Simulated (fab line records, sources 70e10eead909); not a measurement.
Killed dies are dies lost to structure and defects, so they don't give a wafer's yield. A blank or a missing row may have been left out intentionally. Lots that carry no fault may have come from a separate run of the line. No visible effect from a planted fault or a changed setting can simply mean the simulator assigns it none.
Chamber matching / flow nand_harc / NHARC_A_STAIRCASE_DEP_417 on pecvd-02 has 3 sister chambers
The step deposits Si3N4, target thk 60 nm. 3 wafers are shown with their chamber, then 7 later ones without.

WAFERS PAIRED WITH THEIR CHAMBERS
wafer=L085.4; chamber=0; heater_power_w (W)=599
wafer=L088.2; chamber=1; heater_power_w (W)=746
wafer=L088.3; chamber=2; heater_power_w (W)=725

WAFERS MISSING THEIR CHAMBER
wafer=L088.5; heater_power_w (W)=752
wafer=L094.1; heater_power_w (W)=727
wafer=L094.4; heater_power_w (W)=531
wafer=L094.5; heater_power_w (W)=709
wafer=L095.2; heater_power_w (W)=839
wafer=L095.5; heater_power_w (W)=545
wafer=L095.6; heater_power_w (W)=731

EACH ONE'S CHAMBER
wafer=L088.5; from the rows above=can't be placed: 1 or 2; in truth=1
wafer=L094.1; from the rows above=can't be placed: 2 or 1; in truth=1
wafer=L094.4; from the rows above=0; in truth=0
wafer=L094.5; from the rows above=can't be placed: 2 or 1 or 0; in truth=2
wafer=L095.2; from the rows above=can't be placed: 1 or 2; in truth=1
wafer=L095.5; from the rows above=0; in truth=0
wafer=L095.6; from the rows above=can't be placed: 2 or 1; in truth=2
Correct placement for 2 of the 7. Not placeable from these rows: 5 (in 5, the candidates include the true chamber). Wrongly placed: 0.
How it was worked out, from the rows above alone: a wafer's distance from a chamber is the root of the sum, over the readings, of the square of ((its reading less the chamber's mean) divided by the reading's scatter). The wafer belongs to the nearest chamber; if the next one is less than 2 further off, it can't be placed. Each chamber's mean is taken over the wafers shown for it. The scatter: root of mean squared gap, hidden wafer to nearest shown wafer, with one shown wafer a chamber.
